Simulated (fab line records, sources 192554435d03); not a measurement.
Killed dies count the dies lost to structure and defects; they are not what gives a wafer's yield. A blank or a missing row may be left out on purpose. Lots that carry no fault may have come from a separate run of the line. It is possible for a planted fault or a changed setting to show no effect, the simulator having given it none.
fab line records + flow n5-finfet
record:
- lots: 11
- wafers: 31
- last-day: 20
route steps=1938 shown BEOL_M10@1513
lots that met no fault: taken from a fault-free run of the same line
start-h: hours from the record's first day to the start of the lot's first wafer shown + wait-h: time in hours since the lot's previous step + " the same as in the row above + L1.1+2: a row that stands for several wafers + - no value present, or no start provided + * or withheld: withheld + < > ~ a bound
route shown NAME@n: NAME is a module with steps in the file, n the number in the route of the first one + usual: the fault-free wafers' mean and standard deviation + same: alike in all rows + chamber/n: place in a boat + sites: the reading at each site + _std_site: standard deviation across them + _edge_site: inner sites' mean taken away from outer sites' mean + radius-mm: for every site, how far away it sits from the centre of the wafer + mask NAME#n: copy n + behind: the last tool/chamber to shape the wafer + hold: the reason the lot was held/the length of the hold in hours/how it ended + device: names the non-switching transistor (n, p or np) + end of line: tests of these same wafers at the route's end + a step with no rows: only its recipe + killed: dies that structure and defects cost at the first sort, which is not the same as the wafer's yield + map: per-die view of a wafer (x killed, . not killed, _ where there is no die)
set.NAME: the setting that was run; set.NAME@STEP: the one run at that earlier step + model.NAME: the simulator's own value behind a step, which no gauge read
steps of the route over a sample of lots; a table a step, a row a wafer
services: when a tool's chamber went out of use (start-h, in hours from the record's first day, below 0 if earlier), for how many hours, and the reason
== steps ==
step: N5_BEOL_M10_ETCH_41
recipe:
- chemistry: CH3F/O2
- target: SiCN
- target-depth-a: 426
- taper-deg: 2
- time-s: 86
- ion-energy-ev: 120
- mask-material: TiN
- pressure-mtorr: 30
- source-w: 395
- bias-w: 75
- Ar_flow_sccm: 150
- CH3F_flow_sccm: 30
- O2_flow_sccm: 20
usual:
- bias-w: 75.03/0.22
- drypump-motor-current-A: 5.6/0.55
- oes-product-au: 0.79/0.08
- rf-vpp-V: 297.3/1.3
- showerhead-plenum-p-Torr: 2.00/0.056
- throttle-valve-pct: 16.16/0.18
| lot.wafer | tool        | chamber | start-h | wait-h | bias-w | drypump-motor-current-A | oes-product-au | rf-hours-counter-h | rf-vpp-V | showerhead-plenum-p-Torr | throttle-valve-pct |
|-----------|-------------|---------|---------|--------|--------|-------------------------|----------------|--------------------|----------|--------------------------|--------------------|
| L152.1    | rie-diel-04 | 2       | -       | -      | 75.31  | 4.9                     | 0.72           | 180                | 296.5    | 2.00                     | 16.05              |
| L152.3    | "           | 3       | "       | "      | 74.97  | 6.6                     | 0.69           | 244                | 298.9    | 2.04                     | 16.20              |
| L152.6    | "           | 0       | "       | "      | 75.26  | 5.7                     | 0.97           | -                  | 296.2    | 1.99                     | 15.99              |
| L153.1    | rie-diel-01 | 2       | -       | -      | 74.93  | 5.2                     | 0.91           | 16                 | 300.1    | 2.15                     | 15.91              |
| L153.4    | "           | 3       | "       | "      | 75.07  | 5.6                     | 0.80           | 103                | 297.7    | 1.93                     | 15.98              |
| L153.6    | "           | 2       | "       | "      | 75.27  | 5.2                     | 0.91           | -                  | 300.2    | 2.15                     | 15.91              |
| L156.2    | rie-diel-04 | 1       | -       | -      | 75.31  | 6.4                     | 0.81           | 88                 | 296.7    | 2.03                     | 16.41              |
| L156.3    | "           | 0       | "       | "      | 75.34  | 5.8                     | 0.90           | 23                 | 296.5    | 1.98                     | 16.00              |
| L156.4    | "           | 3       | "       | "      | 74.85  | 6.5                     | 0.96           | 1                  | 299.1    | 2.04                     | 15.81              |
| L159.2    | rie-diel-01 | 1       | -       | -      | 75.04  | 5.0                     | 0.70           | 218                | 298.3    | 2.07                     | 16.39              |
| L159.5    | "           | 0       | "       | "      | 74.88  | 5.5                     | 0.68           | -                  | 297.0    | 1.99                     | 16.56              |
| L159.6    | "           | 3       | "       | "      | 75.39  | 5.6                     | 0.77           | -                  | 296.7    | 1.92                     | 16.00              |
| L162.1    | rie-diel-05 | 2       | -       | -      | 74.71  | 5.4                     | 0.71           | 195                | 296.2    | 2.01                     | 16.18              |
| L162.2    | "           | 1       | "       | "      | 75.07  | 6.4                     | 0.79           | 91                 | 295.6    | 1.94                     | 16.05              |
| L162.3    | "           | 0       | "       | "      | 74.77  | 5.3                     | 0.73           | 157                | 296.4    | 2.00                     | 16.29              |
| L161.2    | rie-diel-01 | 1       | -       | -      | 75.28  | 5.1                     | 0.69           | 232                | 299.7    | 2.06                     | 16.41              |
| L161.4    | "           | 3       | "       | "      | 75.14  | 5.7                     | 0.76           | -                  | 296.8    | 1.92                     | 16.03              |
| L161.5    | "           | 1       | "       | "      | 74.95  | 5.1                     | 0.69           | -                  | 299.5    | 2.06                     | 16.41              |
| L167.2    | rie-diel-05 | 2       | -       | -      | 75.18  | 5.4                     | 0.71           | 211                | 297.0    | 2.00                     | 16.24              |
| L167.4    | "           | 3       | "       | "      | 75.42  | 5.3                     | 0.83           | 89                 | 296.1    | 1.94                     | 16.14              |
| L171.2    | rie-diel-05 | 1       | -       | -      | 74.60  | 6.4                     | 0.76           | 110                | 295.4    | 1.94                     | 16.09              |
| L171.3    | "           | 2       | "       | "      | 75.14  | 5.4                     | 0.70           | 213                | 296.9    | 2.00                     | 16.22              |
| L171.4    | "           | 3       | "       | "      | 75.15  | 5.2                     | 0.82           | 91                 | 296.1    | 1.94                     | 16.15              |
| L169.1    | rie-diel-05 | 2       | -       | -      | 75.21  | 5.4                     | 0.71           | 215                | 298.9    | 2.00                     | 16.24              |
| L169.6    | "           | 3       | "       | "      | 75.01  | 5.2                     | 0.83           | -                  | 296.3    | 1.94                     | 16.16              |
| L174.1    | rie-diel-04 | 1       | -       | -      | 74.91  | 6.4                     | 0.78           | 122                | 297.0    | 2.01                     | 16.48              |
| L174.2    | "           | 3       | "       | "      | 74.87  | 6.6                     | 0.86           | 38                 | 298.1    | 2.02                     | 15.88              |
| L174.4    | "           | 0       | "       | "      | 75.36  | 5.8                     | 0.86           | 58                 | 296.4    | 1.97                     | 16.07              |
| L173.2    | rie-diel-04 | 2       | -       | -      | 75.00  | 4.9                     | 0.67           | 229                | 299.1    | 1.98                     | 16.13              |
| L173.3    | "           | 1       | "       | "      | 75.55  | 6.4                     | 0.79           | 122                | 295.2    | 2.01                     | 16.48              |
| L173.4    | "           | 3       | "       | "      | 74.83  | 6.5                     | 0.87           | 38                 | 297.9    | 2.02                     | 15.88              |
step: N5_BEOL_M10_STRIP_77
recipe:
- chemistry: N2/H2
- time-s: 10
- power-w: 450
- temp-c: 40
- pressure-mtorr: 20
- rf-frequency-hz: 6e+07
- bias-power-w: 7
- n2-flow-sccm: 200
- h2-flow-sccm: 200
usual:
- drypump-motor-current-A: 5.6/0.55
- oes-product-au: 0.79/0.076
- rf-vpp-V: 59.1/0.88
- showerhead-plenum-p-Torr: 2.53/0.073
- throttle-valve-pct: 23.4/0.33
| lot.wafer | tool        | chamber | start-h | wait-h | drypump-motor-current-A | oes-product-au | rf-hours-counter-h | rf-vpp-V | showerhead-plenum-p-Torr | throttle-valve-pct |
|-----------|-------------|---------|---------|--------|-------------------------|----------------|--------------------|----------|--------------------------|--------------------|
| L152.1    | rie-diel-04 | 2       | -       | -      | 4.9                     | 0.71           | 180                | 57.5     | 2.53                     | 23.2               |
| L152.3    | "           | 3       | "       | "      | 6.6                     | 0.69           | 244                | 59.4     | 2.59                     | 23.3               |
| L152.6    | "           | 0       | "       | "      | 5.7                     | 0.96           | -                  | 59.4     | 2.47                     | 22.8               |
| L153.1    | rie-diel-01 | 2       | -       | -      | 5.2                     | 0.89           | 16                 | 61.0     | 2.70                     | 22.9               |
| L153.4    | "           | 3       | "       | "      | 5.7                     | 0.79           | 103                | 59.1     | 2.47                     | 23.2               |
| L153.6    | "           | 2       | "       | "      | 5.3                     | 0.88           | -                  | 59.5     | 2.70                     | 22.9               |
| L156.2    | rie-diel-04 | 1       | -       | -      | 6.4                     | 0.80           | 88                 | 58.3     | 2.58                     | 23.9               |
| L156.3    | "           | 0       | "       | "      | 5.7                     | 0.91           | 23                 | 59.9     | 2.46                     | 22.8               |
| L156.4    | "           | 3       | "       | "      | 6.6                     | 0.97           | 1                  | 58.4     | 2.59                     | 23.3               |
| L159.2    | rie-diel-01 | 1       | -       | -      | 5.1                     | 0.69           | 218                | 58.9     | 2.66                     | 24.1               |
| L159.5    | "           | 0       | "       | "      | 5.5                     | 0.68           | -                  | 59.2     | 2.50                     | 23.6               |
| L159.6    | "           | 3       | "       | "      | 5.7                     | 0.78           | -                  | 58.4     | 2.47                     | 23.2               |
| L162.1    | rie-diel-05 | 2       | -       | -      | 5.4                     | 0.72           | 195                | 60.4     | 2.51                     | 23.2               |
| L162.2    | "           | 1       | "       | "      | 6.4                     | 0.80           | 91                 | 58.8     | 2.46                     | 23.3               |
| L162.3    | "           | 0       | "       | "      | 5.3                     | 0.76           | 157                | 58.6     | 2.53                     | 23.3               |
| L161.2    | rie-diel-01 | 1       | -       | -      | 5.1                     | 0.68           | 232                | 59.0     | 2.66                     | 24.1               |
| L161.4    | "           | 3       | "       | "      | 5.6                     | 0.77           | -                  | 58.9     | 2.46                     | 23.3               |
| L161.5    | "           | 1       | "       | "      | 5.0                     | 0.69           | -                  | 59.4     | 2.66                     | 24.1               |
| L167.2    | rie-diel-05 | 2       | -       | -      | 5.4                     | 0.71           | 211                | 59.4     | 2.50                     | 23.2               |
| L167.4    | "           | 3       | "       | "      | 5.3                     | 0.82           | 89                 | 58.9     | 2.46                     | 23.5               |
| L171.2    | rie-diel-05 | 1       | -       | -      | 6.4                     | 0.78           | 110                | 59.5     | 2.46                     | 23.3               |
| L171.3    | "           | 2       | "       | "      | 5.4                     | 0.71           | 213                | 58.3     | 2.50                     | 23.2               |
| L171.4    | "           | 3       | "       | "      | 5.3                     | 0.82           | 91                 | 60.0     | 2.45                     | 23.5               |
| L169.1    | rie-diel-05 | 2       | -       | -      | 5.4                     | 0.71           | 215                | 58.6     | 2.50                     | 23.2               |
| L169.6    | "           | 3       | "       | "      | 5.2                     | 0.83           | -                  | 59.5     | 2.45                     | 23.5               |
| L174.1    | rie-diel-04 | 1       | -       | -      | 6.3                     | 0.78           | 122                | 60.1     | 2.57                     | 23.9               |
| L174.2    | "           | 3       | "       | "      | 6.6                     | 0.87           | 38                 | 58.5     | 2.57                     | 23.3               |
| L174.4    | "           | 0       | "       | "      | 5.8                     | 0.85           | 58                 | 59.9     | 2.45                     | 22.9               |
| L173.2    | rie-diel-04 | 2       | -       | -      | 4.9                     | 0.68           | 229                | 58.9     | 2.51                     | 23.3               |
| L173.3    | "           | 1       | "       | "      | 6.3                     | 0.77           | 122                | 57.6     | 2.57                     | 23.9               |
| L173.4    | "           | 3       | "       | "      | 6.6                     | 0.87           | 38                 | 58.4     | 2.57                     | 23.3               |
step: N5_BEOL_M10_OCD_MEAS_38
usual:
- trench-depth-nm: 147/3.1
| lot.wafer | tool   | chamber | start-h | wait-h | trench-depth-nm |
|-----------|--------|---------|---------|--------|-----------------|
| L152.1    | ocd-02 | -       | 284.18  | -      | 144             |
| L152.3    | "      | -       | "       | "      | 146             |
| L152.6    | "      | -       | "       | "      | 151             |
| L153.1    | ocd-02 | -       | 299.00  | -      | 151             |
| L153.4    | "      | -       | "       | "      | 146             |
| L153.6    | "      | -       | "       | "      | 151             |
| L156.2    | ocd-01 | -       | 328.95  | -      | 151             |
| L156.3    | "      | -       | "       | "      | 149             |
| L156.4    | "      | -       | "       | "      | 152             |
| L159.2    | ocd-01 | -       | 332.38  | -      | 147             |
| L159.5    | "      | -       | "       | "      | 148             |
| L159.6    | "      | -       | "       | "      | 148             |
| L162.1    | ocd-02 | -       | 350.18  | -      | 148             |
| L162.2    | "      | -       | "       | "      | 145             |
| L162.3    | "      | -       | "       | "      | 144             |
| L161.2    | ocd-01 | -       | 363.62  | -      | 145             |
| L161.4    | "      | -       | "       | "      | 146             |
| L161.5    | "      | -       | "       | "      | 145             |
| L167.2    | ocd-02 | -       | 399.55  | -      | 151             |
| L167.4    | "      | -       | "       | "      | 145             |
| L171.2    | ocd-01 | -       | 407.80  | -      | 144             |
| L171.3    | "      | -       | "       | "      | 151             |
| L171.4    | "      | -       | "       | "      | 145             |
| L169.1    | ocd-02 | -       | 413.30  | -      | 150             |
| L169.6    | "      | -       | "       | "      | 144             |
| L174.1    | ocd-01 | -       | 426.43  | -      | 151             |
| L174.2    | "      | -       | "       | "      | 150             |
| L174.4    | "      | -       | "       | "      | 152             |
| L173.2    | ocd-02 | -       | 427.11  | -      | 143             |
| L173.3    | "      | -       | "       | "      | 151             |
| L173.4    | "      | -       | "       | "      | 152             |
step: N5_BEOL_M10_ECD_50
recipe:
- material: Cu
- target-thk-a: 3180
| lot.wafer  | tool      | chamber | start-h | wait-h |
|------------|-----------|---------|---------|--------|
| L152.1+3+6 | ecd-cu-02 | 1,0,1   | 287.58  | 0.1    |
| L153.1+4+6 | ecd-cu-02 | 1       | 300.73  | 0.1    |
| L156.2+3+4 | ecd-cu-01 | 1,1,0   | 331.03  | 0.1    |
| L159.2+5+6 | ecd-cu-01 | 0,0,1   | 335.76  | 0.1    |
| L162.1+2+3 | ecd-cu-02 | 1,0,1   | 352.75  | 0.1    |
| L161.2+4+5 | ecd-cu-02 | 0,1,0   | 365.53  | 0.1    |
| L167.2+4   | ecd-cu-02 | 0,1     | 402.85  | 0.2    |
| L171.2+3+4 | ecd-cu-02 | 0,0,1   | 410.76  | 0.1    |
| L169.1+6   | ecd-cu-02 | 0       | 415.50  | 0.1    |
| L174.1+2+4 | ecd-cu-01 | 0,1,1   | 427.68  | 0.1    |
| L173.2+3+4 | ecd-cu-01 | 1,1,0   | 428.75  | 0.1    |
step: N5_BEOL_M10_CMP_52
recipe:
- stop-on: SiCOH_lowk
- t-overpolish-s: 7
- down-force-psi: 1
- platen-rpm: 50
- clearing-platen-down-force-psi: 1.5
- clearing-platen-rpm: 50
- post-cmp-clean: cu-alkaline
- target-thk-nm: 140
- clearing-platen-pad-velocity-m-s: 0.99484
- pad-velocity-m-s: 0.99484
usual:
- motor-current-A: 6.1/0.6
- time-to-endpoint-s: 69/4.2
| lot.wafer | tool   | chamber | start-h | wait-h | motor-current-A | time-to-endpoint-s |
|-----------|--------|---------|---------|--------|-----------------|--------------------|
| L152.3    | cmp-01 | 2       | 288.14  | 0.3    | 5.5             | 68                 |
| L152.1    | "      | 3       | "       | "      | 6.9             | 66                 |
| L152.6    | "      | 2       | "       | "      | 5.2             | 67                 |
| L153.1    | cmp-01 | 1       | 301.95  | 0.3    | 6.9             | 64                 |
| L153.4    | "      | 2       | "       | "      | 5.3             | 70                 |
| L153.6    | "      | 2       | "       | "      | 5.1             | 71                 |
| L156.4    | cmp-03 | 3       | 331.47  | 0.1    | 6.5             | 75                 |
| L156.3    | "      | 1       | "       | "      | 5.4             | 70                 |
| L156.2    | "      | 2       | "       | "      | 5.2             | 75                 |
| L159.2    | cmp-03 | 3       | 336.21  | 0.2    | 5.9             | 73                 |
| L159.6    | "      | 2       | "       | "      | 4.7             | 74                 |
| L159.5    | "      | 3       | "       | "      | 6.2             | 74                 |
| L162.3    | cmp-03 | 2       | 353.15  | 0.2    | 5.0             | 72                 |
| L162.1    | "      | 3       | "       | "      | 6.3             | 74                 |
| L162.2    | "      | 0       | "       | "      | 5.7             | 74                 |
| L161.2    | cmp-03 | 0       | 366.09  | 0.2    | 6.0             | 69                 |
| L161.4    | "      | 2       | "       | "      | 5.0             | 72                 |
| L161.5    | "      | 0       | "       | "      | 5.8             | 69                 |
| L167.2    | cmp-01 | 1       | 403.50  | 0.3    | 6.9             | 64                 |
| L167.4    | "      | 2       | "       | "      | 5.4             | 46                 |
| L171.2    | cmp-01 | 3       | 411.16  | 0.2    | 7.1             | 72                 |
| L171.3    | "      | 0       | "       | "      | 6.0             | 69                 |
| L171.4    | "      | 2       | "       | "      | 5.3             | 44                 |
| L169.1    | cmp-02 | 1       | 416.08  | 0.4    | 6.6             | 45                 |
| L169.6    | "      | 2       | "       | "      | 6.3             | 64                 |
| L174.2    | cmp-02 | 0       | 428.10  | 0.2    | 6.6             | 73                 |
| L174.1    | "      | 1       | "       | "      | 7.0             | 71                 |
| L174.4    | "      | 3       | "       | "      | 6.0             | 66                 |
| L173.4    | cmp-02 | 3       | 429.16  | 0.1    | 6.2             | 68                 |
| L173.3    | "      | 0       | "       | "      | 6.4             | 75                 |
| L173.2    | "      | 1       | "       | "      | 6.6             | 71                 |
== services ==
| tool        | chamber | start-h | hours | kind                          |
|-------------|---------|---------|-------|-------------------------------|
| ecd-cu-01   | -       | 268.25  | 2.1   | repair                        |
| cmp-02      | -       | 278.14  | 6.8   | pm                            |
| cmp-03      | -       | 278.64  | 4.0   | pm                            |
| cmp-01      | -       | 286.09  | 2.0   | repair                        |
| rie-diel-04 | 3       | 304.27  | -     | clean                         |
| rie-diel-04 | 3       | 304.27  | -     | consumable-replace:focus-ring |
| rie-diel-04 | 3       | 304.27  | 19.4  | scheduled-down                |
| rie-diel-04 | 3       | 304.27  | 19.4  | vent-cycle                    |
| cmp-02      | -       | 316.58  | 2.1   | repair                        |
| rie-diel-01 | 0       | 346.66  | -     | clean                         |
| rie-diel-01 | 0       | 346.66  | -     | consumable-replace:focus-ring |
| rie-diel-01 | 0       | 346.66  | 20.2  | scheduled-down                |
| rie-diel-01 | 0       | 346.66  | 20.2  | vent-cycle                    |
| cmp-01      | -       | 351.23  | 0.9   | repair                        |
| cmp-03      | -       | 353.81  | 6.1   | pm                            |
| rie-diel-04 | 2       | 364.60  | 12.6  | repair                        |
| ecd-cu-02   | -       | 370.21  | 1.8   | repair                        |
| cmp-01      | -       | 385.15  | 1.7   | repair                        |
| cmp-01      | -       | 392.53  | 4.0   | pm                            |
| rie-diel-01 | 3       | 395.29  | 4.1   | repair                        |
| rie-diel-05 | 0       | 417.32  | 6.0   | repair                        |
| cmp-01      | -       | 423.18  | 0.5   | repair                        |
| cmp-02      | -       | 424.48  | 1.6   | repair                        |
| cmp-03      | -       | 427.87  | 0.4   | repair                        |
== key ==
first-sign:
- step: N5_BEOL_M10_CMP_52
- reading: time-to-endpoint-s
- direction: down
- sigmas: 5.6
- usual: *
- struck: *
effect none on later readings
met-at N5_BEOL_M10_ECD_50
struck-lots L167,L169,L171
struck-wafers L167.4,L169.1,L171.4
not-acting-at N5_BEOL_M10_ETCH_41,N5_BEOL_M10_STRIP_77,N5_BEOL_M10_OCD_MEAS_38
onset-between 365.53 402.85
fault:
- kind: process-parameter-drift
- tool: ecd-cu-02
- chamber: -
- onset-h: 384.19
- steps: N5_BEOL_M10_ECD_50
- channel: target-thk-a
- offset: *
- shape: step
- end-h: 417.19
- scope: struck-wafers-only
- acts-in: *
- stated: *
